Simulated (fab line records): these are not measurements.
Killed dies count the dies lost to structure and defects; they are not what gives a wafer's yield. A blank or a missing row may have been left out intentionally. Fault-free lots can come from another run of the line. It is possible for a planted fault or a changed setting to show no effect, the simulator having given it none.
fab line records	flow n5_finfet
[record] lots = 5	wafers = 14	last_day = 19
route steps=1938 shown BEOL_M1@788 BEOL_M4@1111 PASSIVATION@1936
lots that met no fault: taken from a fault-free run of the same line
start_h: hours from the record's opening day to when the first of the lot's shown wafers began	wait_h: time in hours since the lot's previous step	" repeats the value in the row above	L1.1+2: several wafers, shown together as one row	- either no value or no given start	* or withheld: withheld	< > ~ a bound
route shown NAME@n: a module of which the file shows steps, and the number in the route of the first	usual: average and standard deviation across the fault-free wafers	same: alike in all rows	chamber/n: place in a boat	sites: the reading at each site	_std_site: standard deviation of those values	_edge_site: mean of outer sites minus mean of inner sites	radius_mm: for every site, how far away it sits from the centre of the wafer	mask NAME#n: copy n	behind: the last tool/chamber to shape the wafer	hold: what put the lot on hold/how long, in hours/how the hold closed	device: the n, p or np transistor that did not switch	end of line: at the end of the route, the tests of the same wafers	a step with no rows: only its recipe	killed: count of dies lost to structure and defects at first sort (not the wafer's yield)	map: shows each die of a wafer: x if killed, . if not, _ if none is there
set.NAME: the run value of the setting; set.NAME@STEP: its run value at that earlier step	model.NAME: the simulator's own value behind a step, which no gauge read
certain route steps with their lots: each step a table, each wafer a row
services: when a tool's chamber went out of use (start_h, in hours from the record's first day, below 0 if earlier), for how many hours, and the reason
[[steps]]
[step N5_BEOL_M1_INSPECT_30]
[recipe] mode = adi	inspect_instrument = brightfield
[usual] raw_defect_count = 415/84
lot.wafer	tool	chamber	start_h	wait_h	raw_defect_count
L868.1	defect_inspect-02	-	123.01	0.1	477
L868.3	"	-	"	"	417
L868.4	"	-	"	"	561
L878.5	defect_inspect-01	-	223.21	0.0	385
L878.6	"	-	"	"	407
L880.2	defect_inspect-01	-	239.89	0.0	299
L880.3	"	-	"	"	349
L880.5	"	-	"	"	297
L885.2	defect_inspect-02	-	275.06	0.0	619
L885.3	"	-	"	"	468
L885.5	"	-	"	"	510
L890.4	defect_inspect-01	-	309.83	0.0	441
L890.5	"	-	"	"	440
L890.6	"	-	"	"	366
[step N5_BEOL_M1_DESCUM_33]
[recipe] chemistry = O2	time_s = 7	source_power_w = 50	bias_power_w = 20	pressure_mtorr = 20	rf_frequency_hz = 2.712e+07	temp_c = 40	resist = CAR-EUV	o2_flow_sccm = 225
[step N5_BEOL_M1_ETCH_77]
[recipe] chemistry = N2/H2	target = underlayer	target_depth_a = 65	mask_material = CAR-EUV	time_s = 5.2	ion_energy_ev = 200	pressure_mtorr = 30	source_w = 840	bias_w = 150	n2_flow_sccm = 200	h2_flow_sccm = 200	ends = cleared
[step N5_BEOL_M1_ETCH_69]
[recipe] chemistry = CF4	target = SiARC	target_depth_a = 156	mask_material = CAR-EUV	time_s = 26	ion_energy_ev = 80	pressure_mtorr = 40	source_w = 545	bias_w = 36	Ar_flow_sccm = 100	cf4_flow_sccm = 100	ends = cleared
[step N5_BEOL_M1_ALD_98]
[recipe] material = SiO2	target_thk_a = 25	temp_c = 100	ald_precursor_family = BDEAS	ald_co_reactant = O2-plasma	pulse_time_s = 1	co_reactant_pulse_time_s = 1	purge_time_s = 2	co_reactant_purge_time_s = 2	ald_cycles = 17	pressure_torr = 2
[usual] chamber_pressure_Torr = 2.000/0.0046	heater_power_w = 79/8.2	precursor_pulse_height_rel = 1.001/0.019
lot.wafer	tool	chamber	start_h	wait_h	chamber_pressure_Torr	heater_power_w	precursor_pulse_height_rel
L868.1	ald_sin-04	2	123.18	0.1	2.000	87	0.998
L868.3	"	3	"	"	2.005	90	1.012
L868.4	"	0	"	"	2.003	67	1.028
L878.5	ald_sin-02	2	223.57	0.1	2.011	69	0.965
L878.6	"	1	"	"	2.005	80	1.020
L880.2	ald_sin-01	2	240.06	0.1	2.002	88	0.997
L880.3	"	0	"	"	2.003	89	0.990
L880.5	"	0	"	"	1.999	86	1.005
L885.2	ald_sin-01	0	275.44	0.2	2.004	92	0.999
L885.3	"	1	"	"	1.989	78	0.949
L885.5	"	3	"	"	1.998	72	0.980
L890.4	ald_sin-01	2	310.26	0.3	2.000	92	1.018
L890.5	"	3	"	"	2.007	69	1.024
L890.6	"	0	"	"	2.002	89	1.034
[step N5_BEOL_M1_ETCHBACK_99]
[recipe] chemistry = CHF3	target = SiO2	target_depth_a = 50	time_s = 10.4	source_w = 215	bias_w = 47	Ar_flow_sccm = 200	CHF3_flow_sccm = 12	ion_energy_ev = 100	pressure_mtorr = 30
[step N5_BEOL_M1_ETCH_70]
[recipe] chemistry = N2/H2	target = SOC	target_depth_a = 800	overetch_a = 160	mask_material = SiARC	temp_c = 40	time_s = 120	ion_energy_ev = 200	pressure_mtorr = 30	source_w = 840	bias_w = 150	n2_flow_sccm = 200	h2_flow_sccm = 200
[usual] drypump_motor_current_A = 5.7/0.42	oes_product_au = 0.60/0.065	rf_vpp_V = 523.0/2.4	showerhead_plenum_p_Torr = 2.51/0.077	throttle_valve_pct = 17.90/0.17
lot.wafer	tool	chamber	start_h	wait_h	drypump_motor_current_A	oes_product_au	rf_hours_counter_h	rf_vpp_V	showerhead_plenum_p_Torr	throttle_valve_pct
L868.1	rie_diel-02	0	126.53	0.0	4.8	0.53	239	526.3	2.61	18.14
L868.3	"	3	"	"	5.9	0.57	166	520.1	2.44	17.86
L868.4	"	1	"	"	5.6	0.59	143	520.9	2.44	18.03
L878.5	rie_diel-02	0	227.72	0.0	4.8	0.75	-	524.5	2.60	17.72
L878.6	"	1	"	"	5.6	0.57	-	521.5	2.43	18.08
L880.2	rie_diel-05	2	240.99	0.0	6.2	0.71	17	522.6	2.49	17.69
L880.3	"	3	"	"	6.4	0.59	156	525.1	2.53	18.06
L880.5	"	3	"	"	6.4	0.58	-	523.9	2.53	18.08
L885.2	rie_diel-05	0	279.56	0.0	5.8	0.53	232	522.8	2.50	17.74
L885.3	"	1	"	"	5.4	0.66	57	525.1	2.58	17.61
L885.5	"	0	"	"	5.8	0.52	-	523.2	2.50	17.76
L890.4	rie_diel-05	1	310.57	0.0	5.3	0.65	69	525.9	2.58	17.65
L890.5	"	0	"	"	5.9	0.52	-	521.4	2.50	17.77
L890.6	"	3	"	"	6.4	0.56	-	523.0	2.52	18.10
[step N5_BEOL_M1_STRIP_71]
[recipe] chemistry = N2/H2	temp_c = 40	n2_flow_sccm = 200	h2_flow_sccm = 200	rf_frequency_hz = 6e+07
[step N5_BEOL_M1_STRIP_78]
[recipe] chemistry = N2/H2	temp_c = 40	n2_flow_sccm = 200	h2_flow_sccm = 200	rf_frequency_hz = 6e+07
[step N5_BEOL_M1_VIA_ETCH_34]
[recipe] chemistry = C4F6/O2	target_depth_a = 678	mask_material = SOC	pressure_mtorr = 15	ion_energy_ev = 250	taper_deg = 4	time_s = 64.4	source_w = 350	bias_w = 170	Ar_flow_sccm = 300	C4F6_flow_sccm = 10	O2_flow_sccm = 10
[step N5_BEOL_M1_STRIP_83]
[recipe] chemistry = C4F6/O2	resist = SiARC	rf_frequency_hz = 6e+07
[step N5_BEOL_M1_STRIP_36]
[recipe] chemistry = N2/H2	power_w = 450	temp_c = 40	pressure_mtorr = 20	rf_frequency_hz = 6e+07	overash_fraction = 0.3	bias_power_w = 7	h2_frac = 0.5	n2_flow_sccm = 200	h2_flow_sccm = 200
[step N5_BEOL_M1_TRENCH_ETCH_37]
[recipe] chemistry = C4F6/O2	target_depth_a = 552.07	target = SiOC	time_s = 29	ion_energy_ev = 250	pressure_mtorr = 30	source_w = 355	bias_w = 185	Ar_flow_sccm = 300	C4F6_flow_sccm = 10	O2_flow_sccm = 10
[usual] drypump_motor_current_A = 5.7/0.42	oes_product_au = 0.78/0.091	rf_vpp_V = 664/5.7	showerhead_plenum_p_Torr = 2.81/0.082	throttle_valve_pct = 20.92/0.17
lot.wafer	tool	chamber	start_h	wait_h	drypump_motor_current_A	oes_product_au	rf_hours_counter_h	rf_vpp_V	showerhead_plenum_p_Torr	throttle_valve_pct	model.etch.depth_nm	model.BEOL_M1.feature_depth_nm	model.TiN_of_BEOL_M1_HM_DEP_02.thk_nm
L868.1	rie_diel-02	0	126.73	-	4.8	0.68	239	666	2.91	21.12	54.1	54	17.6
L868.3	"	3	"	"	5.9	0.75	166	652	2.73	20.77	55.51	55.6	17.6
L868.4	"	1	"	"	5.6	0.77	143	658	2.73	21.03	54.7	54.6	17.4
L878.5	rie_diel-02	0	227.89	-	4.8	1.30	-	665	2.90	20.81	85.15	85.2	16.2
L878.6	"	1	"	"	5.6	0.74	-	659	2.72	21.07	54.72	54.8	17.4
L880.2	rie_diel-05	2	241.19	-	6.2	0.93	17	667	2.79	20.83	55.61	55.6	17.8
L880.3	"	3	"	"	6.4	0.76	156	670	2.84	21.17	55.1	55.2	17.8
L880.5	"	3	"	"	6.4	0.76	-	672	2.84	21.17	55.07	55	18
L885.2	rie_diel-05	0	279.76	-	5.8	0.68	233	663	2.81	20.73	53.97	54	17.4
L885.3	"	1	"	"	5.4	0.87	57	671	2.89	20.66	56	56	17.6
L885.5	"	0	"	"	5.8	0.67	-	664	2.81	20.72	53.46	53.4	17.6
L890.4	rie_diel-05	1	310.77	-	5.4	0.85	69	670	2.89	20.65	55.7	55.8	17.8
L890.5	"	0	"	"	5.8	0.67	-	664	2.81	20.73	53.63	53.6	17.8
L890.6	"	3	"	"	6.4	0.73	-	671	2.83	21.21	55.1	55.2	17.8
[step N5_BEOL_M1_ETCH_41]
[recipe] chemistry = CH3F/O2	target = SiCN	target_depth_a = 319	taper_deg = 2	time_s = 57.8	ion_energy_ev = 120	mask_material = TiN	pressure_mtorr = 30	source_w = 395	bias_w = 75	Ar_flow_sccm = 150	CH3F_flow_sccm = 30	O2_flow_sccm = 20
[step N5_BEOL_M1_STRIP_97]
[recipe] chemistry = N2/H2	time_s = 10	power_w = 450	temp_c = 40	pressure_mtorr = 20	rf_frequency_hz = 6e+07	bias_power_w = 7	n2_flow_sccm = 200	h2_flow_sccm = 200
[step N5_BEOL_M1_OCD_MEAS_38]
[usual] trench_depth_nm = 55.2/0.88
lot.wafer	tool	chamber	start_h	wait_h	trench_depth_nm
L868.1	ocd-01	-	126.88	-	54.3
L868.3	"	-	"	"	55.5
L868.4	"	-	"	"	54.5
L878.5	ocd-02	-	228.04	-	85.1
L878.6	"	-	"	"	54.5
L880.2	ocd-01	-	241.35	-	55.7
L880.3	"	-	"	"	55.0
L880.5	"	-	"	"	55.2
L885.2	ocd-02	-	279.91	-	53.5
L885.3	"	-	"	"	56.2
L885.5	"	-	"	"	53.3
L890.4	ocd-01	-	310.93	-	55.8
L890.5	"	-	"	"	53.4
L890.6	"	-	"	"	55.3
[step N5_BEOL_M1_HM_STRIP_39]
[recipe] chemistry = peroxide_tin_strip	material = TiN	target_depth_a = 250	temp_c = 50	time_s = 158
[step N5_BEOL_M1_SRD_40]
[recipe] time_s = 30	temp_c = 23	rinse_liquid = diw	dry = ipa_marangoni
[step N5_BEOL_M1_PRECLEAN_42]
[recipe] chemistry = residue_remover	time_s = 60	temp_c = 40
[step N5_BEOL_M1_SRD_43]
[recipe] time_s = 30	temp_c = 23	rinse_liquid = diw	dry = ipa_marangoni
[step N5_BEOL_M1_CD_MEAS_35]
[recipe] target_cd_nm = 18	target_cd_y_nm = 21	polarity = opening
[usual] cd_nm = 18.00/0.27
lot.wafer	tool	chamber	start_h	wait_h	cd_nm
L868.1	cd_sem-01	-	127.04	0.0	17.83
L868.3	"	-	"	"	17.89
L868.4	"	-	"	"	17.91
L878.5	cd_sem-02	-	228.19	0.0	18.41
L878.6	"	-	"	"	18.51
L880.2	cd_sem-03	-	241.50	0.0	18.54
L880.3	"	-	"	"	17.72
L880.5	"	-	"	"	17.78
L885.2	cd_sem-02	-	280.07	0.0	17.89
L885.3	"	-	"	"	17.94
L885.5	"	-	"	"	17.50
L890.4	cd_sem-03	-	311.08	0.0	17.72
L890.5	"	-	"	"	17.78
L890.6	"	-	"	"	18.19
[step N5_BEOL_M1_DEGAS_44]
[recipe] ambient = vacuum	temp_c = 250	time_s = 60
[step N5_BEOL_M1_PRE_CLEAN_45]
[recipe] gas = H2/He	time_s = 30	temp_c = 250
[step N5_BEOL_M1_ALD_84]
[recipe] material = TaN	target_thk_a = *	temp_c = 275	ald_precursor_family = PDMAT	ald_co_reactant = NH3	pressure_torr = 3	carrier_flow_sccm = 1500	pulse_time_s = 2	purge_time_s = 3	co_reactant_purge_time_s = 2	co_reactant_pulse_time_s = 3	ald_cycles = 30	precursor_vessel_temp_c = 75	precursor_vessel_pressure_torr = 26.25	precursor_vessel_carrier_sccm = 1000
[step N5_BEOL_M1_SURFACE_TREAT_85]
[recipe] gas = Ar	time_s = *	ion_energy_ev = *	ion_current_ma_cm2 = 0.5	pressure_mtorr = *	ar_flow_sccm = 30
[step N5_BEOL_M1_CVD_47]
[recipe] material = Co	target_thk_a = 30	temp_c = withheld	precursor = CCTBA/H2	pressure_torr = 30	time_s = 223.8
[step N5_BEOL_M1_SPUTTER_48]
[recipe] material = Cu	target_thk_a = 45	temp_c = -20	chamber_pressure_pa = 0.07	power_w = withheld	time_s = 8.29
[step N5_BEOL_M1_ANNEAL_49]
[recipe] temp_c = 400	time_s = 240	ambient = vacuum
[usual] heater_power_w = 842/90
lot.wafer	tool	chamber	start_h	wait_h	heater_power_w
L868.1	pvd_sputter-02	-	130.55	0.0	952
L868.3	"	-	"	"	786
L868.4	"	-	"	"	934
L878.5	pvd_sputter-01	-	229.58	0.1	893
L878.6	"	-	"	"	1029
L880.2	pvd_sputter-02	-	243.04	0.0	823
L880.3	"	-	"	"	932
L880.5	"	-	"	"	902
L885.2	pvd_sputter-02	-	281.47	0.0	949
L885.3	"	-	"	"	946
L885.5	"	-	"	"	936
L890.4	pvd_sputter-01	-	311.75	0.0	841
L890.5	"	-	"	"	826
L890.6	"	-	"	"	876
[step N5_BEOL_M1_SPUTTER_79]
[recipe] material = Cu	target_thk_a = 45	temp_c = -20	chamber_pressure_pa = 0.07	power_w = withheld	time_s = 8.29
[step N5_BEOL_M1_ANNEAL_80]
[recipe] temp_c = 400	time_s = 240	ambient = vacuum
[step N5_BEOL_M1_SPUTTER_81]
[recipe] material = Cu	target_thk_a = 45	temp_c = -20	chamber_pressure_pa = 0.07	power_w = withheld	time_s = 8.29
[step N5_BEOL_M1_ANNEAL_82]
[recipe] temp_c = 400	time_s = 240	ambient = vacuum
[step N5_BEOL_M1_SPUTTER_86]
[recipe] material = Cu	target_thk_a = 45	temp_c = -20	chamber_pressure_pa = 0.07	power_w = withheld	time_s = 8.29
[step N5_BEOL_M1_ANNEAL_87]
[recipe] temp_c = 400	time_s = 240	ambient = vacuum
[step N5_BEOL_M1_SPUTTER_88]
[recipe] material = Cu	target_thk_a = 45	temp_c = -20	chamber_pressure_pa = 0.07	power_w = withheld	time_s = 8.29
[step N5_BEOL_M1_ANNEAL_89]
[recipe] temp_c = 400	time_s = 240	ambient = vacuum
[step N5_BEOL_M1_SPUTTER_90]
[recipe] material = Cu	target_thk_a = 45	temp_c = -20	chamber_pressure_pa = 0.07	power_w = withheld	time_s = 8.29
[step N5_BEOL_M1_ANNEAL_91]
[recipe] temp_c = 400	time_s = 240	ambient = vacuum
[step N5_BEOL_M1_SPUTTER_92]
[recipe] material = Cu	target_thk_a = 45	temp_c = -20	chamber_pressure_pa = 0.07	power_w = withheld	time_s = 8.29
[usual] chuck_sensor_temp_C = -16.0/0.47	throttle_valve_pct = 29.5/1
lot.wafer	tool	chamber	start_h	wait_h	chuck_sensor_temp_C	throttle_valve_pct
L868.1	pvd_sputter-02	-	131.79	0.1	-15.5	30.2
L868.3	"	-	"	"	-15.8	31.5
L868.4	"	-	"	"	-16.0	29.8
L878.5	pvd_sputter-01	-	230.79	0.0	-15.8	29.9
L878.6	"	-	"	"	-15.7	31.2
L880.2	pvd_sputter-02	-	244.28	0.1	-15.9	31.2
L880.3	"	-	"	"	-16.0	29.7
L880.5	"	-	"	"	-16.8	28.6
L885.2	pvd_sputter-02	-	282.71	0.1	-15.5	30.2
L885.3	"	-	"	"	-15.8	29.7
L885.5	"	-	"	"	-15.9	29.8
L890.4	pvd_sputter-01	-	312.99	0.1	-15.9	28.2
L890.5	"	-	"	"	-16.0	28.2
L890.6	"	-	"	"	-15.7	30.0
[step N5_BEOL_M1_ANNEAL_93]
[recipe] temp_c = 400	time_s = 240	ambient = vacuum
[usual] heater_power_w = 843/88
lot.wafer	tool	chamber	start_h	wait_h	heater_power_w
L868.1	pvd_sputter-02	-	131.87	0.0	947
L868.3	"	-	"	"	795
L868.4	"	-	"	"	962
L878.5	pvd_sputter-01	-	230.90	0.1	859
L878.6	"	-	"	"	998
L880.2	pvd_sputter-02	-	244.36	0.0	822
L880.3	"	-	"	"	948
L880.5	"	-	"	"	864
L885.2	pvd_sputter-02	-	282.79	0.0	937
L885.3	"	-	"	"	938
L885.5	"	-	"	"	942
L890.4	pvd_sputter-01	-	313.07	0.0	867
L890.5	"	-	"	"	857
L890.6	"	-	"	"	852
[step N5_BEOL_M1_SPUTTER_94]
[recipe] material = Cu	target_thk_a = 45	temp_c = -20	chamber_pressure_pa = 0.07	power_w = withheld	time_s = 8.29
[step N5_BEOL_M1_ANNEAL_95]
[recipe] temp_c = 400	time_s = 240	ambient = vacuum
[step N5_BEOL_M4_RC_MEAS_101]
[usual] DIBL_N = 36.5/1.2	DIBL_P = 36.5/1.6	IOFF_N = 0.162/0.023	IOFF_P = 0.221/0.03	ION_N = 678/8	ION_P = 466/6.3	SS_N = 71.6/0.46	SS_P = 73.3/0.57	VT_N = 249.2/2.6	VT_P = -249/3.3
lot.wafer	tool	chamber	start_h	wait_h	DIBL_N[mV/V]	DIBL_P[mV/V]	IOFF_N[nA/um]	IOFF_P[nA/um]	ION_N[uA/um]	ION_P[uA/um]	SS_N[mV/dec]	SS_P[mV/dec]	VT_N[mV]	VT_P[mV]
L868.1	prober-02	0	183.65	0.2	36.7	34.6	0.143	0.196	678	464	71.0	73.4	248.6	-251
L868.3	"	0	"	"	37.6	35.5	0.163	0.217	678	467	72.2	73.2	249.7	-251
L868.4	"	0	"	"	38.1	36.1	0.178	0.223	683	469	71.6	73.8	248.2	-249
L878.6	prober-01	0	266.78	0.8	36.4	37.0	0.165	0.218	676	468	71.7	73.2	248.3	-251
L880.2	prober-02	0	290.19	0.2	35.9	34.8	0.150	0.224	678	462	71.0	73.1	249.4	-245
L880.3	"	0	"	"	37.8	37.7	0.188	0.274	684	474	72.2	73.4	244.4	-243
L880.5	"	0	"	"	37.1	36.9	0.181	0.263	682	472	72.4	73.9	244.9	-245
L885.2	prober-01	0	325.84	0.2	35.2	35.3	0.146	0.186	676	460	71.1	72.7	249.7	-253
L885.3	"	0	"	"	35.0	34.9	0.140	0.182	686	462	71.2	72.3	250.2	-253
L885.5	"	0	"	"	37.0	37.6	0.172	0.231	681	468	71.4	73.8	246.7	-250
L890.4	prober-02	0	358.34	0.5	36.3	35.3	0.180	0.254	690	472	71.7	74.0	247.8	-244
L890.5	"	0	"	"	33.5	32.8	0.139	0.205	685	474	71.1	72.4	250.6	-247
L890.6	"	0	"	"	36.1	35.2	0.184	0.261	698	475	71.4	72.7	244.3	-243
[step N5_PASSIVATION_PROBE_49]
[usual] defect_limited_yield = 91.2/1.3	killed_at_M0_to_M3 = 34/9.2	killed_at_M4_up = 14/5	killed_at_contacts = 13/6.7	killed_at_front_end = 39/12	killed_at_other = 4/3.3	killed_dies = 104/15	killed_on_rim = 14/3.7	killed_open = 68/12	killed_short = 34/7.5	sort_bin_5_function = 5.2/0.87	sort_bin_6_memory = 3.3/0.63	sort_n_pass = 1076/15	sort_yield_pct = 91.2/1.3
[same] gross_dies = 1180	killed_at_back_side = 0	sort_bin_4_leakage[%] = 0	sort_bin_8_speed[%] = 0
lot.wafer	tool	chamber	start_h	wait_h	defect_limited_yield[%]	killed_at_M0_to_M3	killed_at_M4_up	killed_at_contacts	killed_at_front_end	killed_at_other	killed_dies	killed_on_rim	killed_open	killed_short	sort_bin_5_function[%]	sort_bin_6_memory[%]	sort_n_pass	sort_yield_pct[%]
L878.5	prober-01	-	369.68	0.2	11.5	994	13	1	33	3	1044	149	53	17	2.9	3.1	136	11.5
L878.6	prober-01	-	369.73	0.3	91.5	26	20	4	45	5	100	14	63	35	5.6	2.5	1080	91.5
L885.2	prober-02	-	439.89	0.4	90.2	16	6	17	72	5	116	16	68	44	5.9	3.6	1064	90.2
L885.3	prober-02	-	439.94	0.4	91.3	34	7	10	51	1	103	12	65	38	4.1	4.2	1077	91.3
L885.5	prober-02	-	440.04	0.5	89.6	42	15	17	44	5	123	10	86	36	5.9	4.2	1057	89.6
// killed by level:class
L878.5 BEOL_M1:area_etch=972 BEOL_M4:geometric_particle:open=9 FIN_SAQP:geometric_particle:open=6 BEOL_M0_SAQP:geometric_particle:open=6 FIN_SAQP:geometric_particle:short=5 BEOL_M1:geometric_particle:open=5 STARTING-WAFER:geometric_particle:open=5 STARTING-WAFER:geometric_particle:short=5
L878.6 FIN_SAQP:geometric_particle:open=22 BEOL_M4:geometric_particle:open=11 FIN_SAQP:geometric_particle:short=7 BEOL_M0_SAQP:geometric_particle:short=7 BEOL_M1:geometric_particle:open=6 GATE_CUT:geometric_particle:short=5 BEOL_M0_SAQP:geometric_particle:open=4 ILD0:geometric_particle:short=3
L885.2 FIN_SAQP:geometric_particle:short=26 FIN_SAQP:geometric_particle:open=17 MOL_CONTACT_COAG:geometric_particle:open=16 STI_FIN_REVEAL:geometric_particle:open=12 DUMMY_GATE:geometric_particle:open=4 GATE_CUT:geometric_particle:short=4 BEOL_M2:geometric_particle:open=4 BEOL_M3:geometric_particle:open=4
L885.3 FIN_SAQP:geometric_particle:short=15 FIN_SAQP:geometric_particle:open=13 BEOL_M3:geometric_particle:open=12 MOL_CONTACT_COAG:geometric_particle:open=8 BEOL_M0_SAQP:geometric_particle:short=7 GATE_CUT:geometric_particle:short=5 BEOL_M0_SAQP:geometric_particle:open=5 BEOL_M2:geometric_particle:open=5
L885.5 MOL_CONTACT_COAG:geometric_particle:open=16 BEOL_M3:geometric_particle:open=16 FIN_SAQP:geometric_particle:open=13 BEOL_M2:geometric_particle:open=8 BEOL_M4:geometric_particle:open=8 DUMMY_GATE:geometric_particle:open=7 FIN_SAQP:geometric_particle:short=6 BEOL_M2:geometric_particle:short=5
// map L878.5 (x killed, . not)
_________________xxxxxxxxxxxx________________
______________xxxxxxxxxxxx.xx.xx_____________
___________xxxxxx.xxxxxxxxxxx.xxxxx__________
__________xxxxxxx.xxxx.xxxxxxxxxxxxx_________
________xxxxxxxxxxxxxxxxxxxxxxxxxxxxxx_______
_______xxxxxxxxxxxxxxxxxxxxxxxx.xxxx.xx______
______x.xxxx.xxxxxxxxxx.xxxxxxxxxxxxxxxx_____
_____xxxxxxx.xxxxxxxxxxxxxxxxxxx.xxxxxxxx____
____xxxxxxxxxxxxxx.xxxxxxxxxxxxxxxxxxx.xxx___
___xx.xxxxxxxxxxx.x.xxxxxxxxxxxxxxxxxxxx.xx__
___xxxxxxxxxxxxxxxxxxxx.x.x.x.xxxxxxxxxxxxx__
__xxxxxx.xxx.xxx..xx.xxx..xxxxxxxxxxxxxxxxxx_
__xxxxxx.xx.xxxxxxxxxxxx...xxxxxxxxxxxxxxxxx_
_xx.xxxxxxxxx.x.xxx.x..x.x.xxx.xxx.xxxxxxxxxx
_xxxxxxxxxxxxxxx..x.xxx.x.xx..x.xxxxxxxxxxxxx
_xxxxxx.xx.xxxxxxxxxxxx.x.x.x.x.xxxxxxxxxxxxx
_xxxxxx.xxxxxxxx..x.xxxx.xx.xxxxx..xxxxxx.xxx
_xxxxxxxxxxxxxxxxxxxxxx.xxxxxxxxxxxxxxx.xxxxx
_xxx.xxxxxxxxxxx..xxxxx.x.x.xxxxxxxx.xxxxxxxx
_xxxxxxxxxxxx.x..xxx...xxxxxx.x.xxxxxxxxxxxxx
_xxxxxxxxxxxx.xxxxxxxxxxxx.x.x.xxxxxxxxxxxxxx
__xxxxx.xxxxxxxxxxx.xx.x.x...xxxxxxxxxxxx.xx_
__xxxx.xxxxxxxxx.xxx..x..x..x...xx.xxxxxxxxx_
___xxx.xxxxxxxx.xxxxxx.xxx.xxxxxxxxxxxx.xxx__
___xxxxxxxxxxxxxxx.xxx..x.xxxxxxxxxxx.xx.xx__
____xxxxxx.xxxxxxxxxxx.xxxxxxxxx.xxxxxxxxx___
_____xxxxxxxxxxxxxx.xxxxxxxxxxxxxx.xxxxxx____
______xxxxxxxxxxxxx..xxxxxxxx.xxxxxxxxxx_____
_______.xxxxxxxxxxxxxxxxxxx.xxxxxxxxxxx______
________xxxx.xx.xxxxxxxxx.xxxxxxxxxxxx_______
__________xxxxxxxxxxxxxxx.xxxxxxxxxx_________
___________xxxxxxxxxxxxxxxxxx.xxxxx__________
______________xxxxxxxxxxxxxxxxxx_____________
_________________xxxxxxxxxxxx________________
// map L868.4 (x killed, . not)
_________________............________________
______________................x._____________
___________...x..........x...x.....__________
__________.....x............x.x....._________
________.x...x............x.....x....._______
_______.x.......................x......______
______...x.......x..........x..x........_____
_____...x.....x.......x.......xx...x.....____
____.........x.................x...x......___
___..............................x.........__
___.x........x....x....x.x....x.x....x.x...__
__......x..........x..........x............._
__.....x....x........................x......_
_........x...........................x.......
_..x....................................x....
_....x.xx...................x................
_...............x..............x.x......x..x.
_x...x..x............x.....x.....xx..........
_.................x.x.......x..x.............
_.................x.x.....................xx.
_...x..x.....x........................x......
__........x..........................x...x.._
__...................x......................_
___...x....x...............................__
___.xx..........x....x........x....x....xx.__
____.x..............x.......x......x...x..___
_____.........x.xx..................x.xx.____
______............x.....x..............x_____
_______................x...............______
________.............................._______
__________..x..........x.x.........._________
___________x.......................__________
______________...x.......x......_____________
_________________.....x......________________
[[services]]
tool	chamber	start_h	hours	kind
rie_diel-02	1	107.68	15.5	repair
rie_diel-02	2	107.69	2.9	repair
ald_sin-02	3	111.52	6.2	repair
ald_sin-04	0	123.95	17.5	repair
pvd_sputter-01	-	127.38	0.8	repair
ald_sin-04	-	136.29	55.4	repair
rie_diel-02	-	151.09	15.6	pm
rie_diel-05	-	153.22	28.1	pm
ald_sin-01	-	153.33	2.8	pm
rie_diel-05	3	189.24	1.3	repair
ald_sin-01	2	189.24	4.2	repair
pvd_sputter-02	-	202.44	2.8	repair
rie_diel-05	-	207.38	2.6	repair
rie_diel-05	1	213.83	14.7	repair
rie_diel-05	-	217.62	0.7	repair
rie_diel-05	3	227.96	6.0	repair
rie_diel-05	1	229.85	2.6	repair
rie_diel-02	-	241.35	2.8	pm
rie_diel-05	0	249.90	1.2	repair
rie_diel-02	3	250.98	4.4	repair
ald_sin-04	-	269.15	14.0	pm
rie_diel-05	2	281.14	7.1	repair
ald_sin-01	2	294.15	11.1	repair
rie_diel-02	0	294.77	12.3	repair
[[key]]
[first_sign] step = N5_BEOL_M1_TRENCH_ETCH_37	reading = oes_product_au	direction = up	sigmas = 5.7	usual = 0.78	struck = 1.30
[effect] step = N5_BEOL_M1_OCD_MEAS_38	reading = trench_depth_nm	direction = up	sigmas = 34	usual = 55.2	struck = 85.1
[effect] step = N5_PASSIVATION_PROBE_49	reading = killed_at_M0_to_M3	direction = up	sigmas = 99+	usual = 34	struck = 994
[model_effect] step = N5_BEOL_M1_TRENCH_ETCH_37	value = etch.depth_nm	without = 55.13	struck = 85.15
[more_kills_born_at] N5_BEOL_M1_TRENCH_ETCH_37@rie_diel-02 = 972
met_at N5_BEOL_M1_TRENCH_ETCH_37
struck_wafers L878.5
later_rows_left_out L878.5
onset_between 126.73 227.89
[fault] kind = process_parameter_drift	tool = rie_diel-02	chamber = -	onset_h = 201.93	steps = N5_BEOL_M1_TRENCH_ETCH_37	channel = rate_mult	offset = 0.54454	shape = step	end_h = 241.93	scope = struck_wafers_only
// later_rows_left_out: the simulator's readings of these wafers behind a module that went badly wrong aren't trusted and aren't shown, but for the sort
